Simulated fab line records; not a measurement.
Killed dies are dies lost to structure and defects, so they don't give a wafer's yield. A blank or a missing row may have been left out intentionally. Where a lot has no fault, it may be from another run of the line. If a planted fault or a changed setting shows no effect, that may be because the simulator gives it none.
Commonality check across tools / flow nand-harc / Sample size 13 lots and 39 wafers

## WHAT PROMPTED THE OPENING
At NHARC_A_ONON_D2_THK_MEAS_24 the reading thk-nm is flagged on 2 of 13 lots. Wafers without a fault read 1001 nm, standard deviation 8.
Rule: flag the lot when none of its wafers has a number, or when each of its wafers that has one lies beyond 4 standard deviations from that mean. The rest of the lots are taken to be sound.

lot=L426; measured=day 13 02:50; on=film-metro-01; thk-nm (nm), wafer by wafer=1013 1014 1013; flag=
lot=L427; measured=day 14 01:05; on=film-metro-01; thk-nm (nm), wafer by wafer=1005 1003 1004; flag=
lot=L430; measured=day 14 10:10; on=film-metro-02; thk-nm (nm), wafer by wafer=1010 1009 1010; flag=
lot=L428; measured=day 14 10:22; on=film-metro-01; thk-nm (nm), wafer by wafer=1000 1000 1001; flag=
lot=L431; measured=day 15 05:31; on=film-metro-01; thk-nm (nm), wafer by wafer=1008 1007 1007; flag=
lot=L432; measured=day 15 18:22; on=film-metro-02; thk-nm (nm), wafer by wafer=1009 1008 1009; flag=
lot=L433; measured=day 16 06:01; on=film-metro-02; thk-nm (nm), wafer by wafer=996 993 995; flag=
lot=L434; measured=day 16 06:02; on=film-metro-01; thk-nm (nm), wafer by wafer=987 988 987; flag=
lot=L442; measured=day 19 16:31; on=film-metro-01; thk-nm (nm), wafer by wafer=1629 1628 1627; flag=FLAGGED
lot=L443; measured=day 20 06:03; on=film-metro-02; thk-nm (nm), wafer by wafer=1609 1610 1611; flag=FLAGGED
lot=L444; measured=day 20 12:04; on=film-metro-01; thk-nm (nm), wafer by wafer=992 994 995; flag=
lot=L447; measured=day 21 22:05; on=film-metro-01; thk-nm (nm), wafer by wafer=994 995 994; flag=
lot=L448; measured=day 22 21:55; on=film-metro-02; thk-nm (nm), wafer by wafer=997 995 996; flag=
Average over the flagged lots: 1619 nm; offset from the usual +618 nm, equal to +77 standard deviations.

## TOOL THAT RAN EACH LOT
2 process steps preceding the reading are held in the record, out of 1302 steps in the route. Every cell lists first the tool, next ch and the chambers used by the sampled wafers, and last the start.
lot=L426; flag=; NHARC_A_CHANNEL_FILL_D1_CMP_10=cmp-03 ch 1,2,3, day 11 02:39; NHARC_A_ONON_D2_DEP_22=pecvd-onon-01 ch 0, day 13 02:19
lot=L427; flag=; NHARC_A_CHANNEL_FILL_D1_CMP_10=cmp-02 ch 0,2,3, day 11 20:08; NHARC_A_ONON_D2_DEP_22=pecvd-onon-02 ch 0, day 14 00:34
lot=L430; flag=; NHARC_A_CHANNEL_FILL_D1_CMP_10=cmp-01 ch 0,2,3, day 12 12:53; NHARC_A_ONON_D2_DEP_22=pecvd-onon-02 ch 0, day 14 09:39
lot=L428; flag=; NHARC_A_CHANNEL_FILL_D1_CMP_10=cmp-01 ch 0,2,3, day 12 13:04; NHARC_A_ONON_D2_DEP_22=pecvd-onon-01 ch 0, day 14 09:59
lot=L431; flag=; NHARC_A_CHANNEL_FILL_D1_CMP_10=cmp-02 ch 0,2,3, day 13 07:59; NHARC_A_ONON_D2_DEP_22=pecvd-onon-01 ch 0, day 15 05:03
lot=L432; flag=; NHARC_A_CHANNEL_FILL_D1_CMP_10=cmp-03 ch 0,1,2, day 13 18:26; NHARC_A_ONON_D2_DEP_22=pecvd-onon-01 ch 0, day 15 17:58
lot=L433; flag=; NHARC_A_CHANNEL_FILL_D1_CMP_10=cmp-02 ch 0,3, day 14 09:13; NHARC_A_ONON_D2_DEP_22=pecvd-onon-04 ch 0, day 16 05:38
lot=L434; flag=; NHARC_A_CHANNEL_FILL_D1_CMP_10=cmp-01 ch 0,1,2, day 14 09:14; NHARC_A_ONON_D2_DEP_22=pecvd-onon-02 ch 0, day 16 05:31
lot=L442; flag=FLAGGED; NHARC_A_CHANNEL_FILL_D1_CMP_10=cmp-02 ch 0,1,3, day 17 15:14; NHARC_A_ONON_D2_DEP_22=pecvd-onon-02 ch 0, day 19 16:01
lot=L443; flag=FLAGGED; NHARC_A_CHANNEL_FILL_D1_CMP_10=cmp-02 ch 1,3, day 18 06:31; NHARC_A_ONON_D2_DEP_22=pecvd-onon-02 ch 0, day 20 05:39
lot=L444; flag=; NHARC_A_CHANNEL_FILL_D1_CMP_10=cmp-02 ch 0,2,3, day 18 14:02; NHARC_A_ONON_D2_DEP_22=pecvd-onon-01 ch 0, day 20 11:35
lot=L447; flag=; NHARC_A_CHANNEL_FILL_D1_CMP_10=cmp-01 ch 0,1, day 19 23:35; NHARC_A_ONON_D2_DEP_22=pecvd-onon-01 ch 0, day 21 21:35
lot=L448; flag=; NHARC_A_CHANNEL_FILL_D1_CMP_10=cmp-03 ch 0,1,2, day 20 12:42; NHARC_A_ONON_D2_DEP_22=pecvd-onon-04 ch 0, day 22 21:24
These steps, and what they do:
- NHARC_A_CHANNEL_FILL_D1_CMP_10: polishes, target thk 150 nm.
- NHARC_A_ONON_D2_DEP_22: target thk 1000 nm.
- NHARC_A_ONON_D2_THK_MEAS_24: measures by ellipsometry.

## FLAGGED AGAINST TOTAL, ONE TOOL AT A TIME (gauges that did the reading follow at the end)
step=NHARC_A_CHANNEL_FILL_D1_CMP_10; tool=cmp-01; lots run=4; flagged=0; share of the flagged lots=none; sound lots run after its first flagged lot=-
step=NHARC_A_CHANNEL_FILL_D1_CMP_10; tool=cmp-02; lots run=6; flagged=2; share of the flagged lots=all; sound lots run after its first flagged lot=1 (L444)
step=NHARC_A_CHANNEL_FILL_D1_CMP_10; tool=cmp-03; lots run=3; flagged=0; share of the flagged lots=none; sound lots run after its first flagged lot=-
step=NHARC_A_ONON_D2_DEP_22; tool=pecvd-onon-01; lots run=6; flagged=0; share of the flagged lots=none; sound lots run after its first flagged lot=-
step=NHARC_A_ONON_D2_DEP_22; tool=pecvd-onon-02; lots run=5; flagged=2; share of the flagged lots=all; sound lots run after its first flagged lot=0
step=NHARC_A_ONON_D2_DEP_22; tool=pecvd-onon-04; lots run=2; flagged=0; share of the flagged lots=none; sound lots run after its first flagged lot=-
step=NHARC_A_ONON_D2_THK_MEAS_24; tool=film-metro-01; lots run=8; flagged=1; share of the flagged lots=some; sound lots run after its first flagged lot=2 (L444,L447)
step=NHARC_A_ONON_D2_THK_MEAS_24; tool=film-metro-02; lots run=5; flagged=1; share of the flagged lots=some; sound lots run after its first flagged lot=1 (L448)

## WHAT THE TABLE ALLOWS
In 2 table rows, all flagged lots were run: cmp-02 (NHARC_A_CHANNEL_FILL_D1_CMP_10), pecvd-onon-02 (NHARC_A_ONON_D2_DEP_22).
- cmp-02 at NHARC_A_CHANNEL_FILL_D1_CMP_10 ran 6 lots, 2 of them flagged. Sound lots ran on it after the first flagged one (L444), which a lasting fault on the whole tool wouldn't allow.
- pecvd-onon-02 at NHARC_A_ONON_D2_DEP_22 ran 5 lots, 2 of them flagged. A fault beginning between L434 (day 16 05:31), its last sound lot, and L442 (day 19 16:01), its first flagged one, fits the data.
Just one tool remains: pecvd-onon-02 at NHARC_A_ONON_D2_DEP_22.

## WHAT THE SIMULATOR HAD PUT IN
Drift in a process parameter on pecvd-onon-02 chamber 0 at NHARC_A_ONON_D2_DEP_22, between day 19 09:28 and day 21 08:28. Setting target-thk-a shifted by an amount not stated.
Shown lots that were struck: L442, L443. This agrees with what the rule above found.
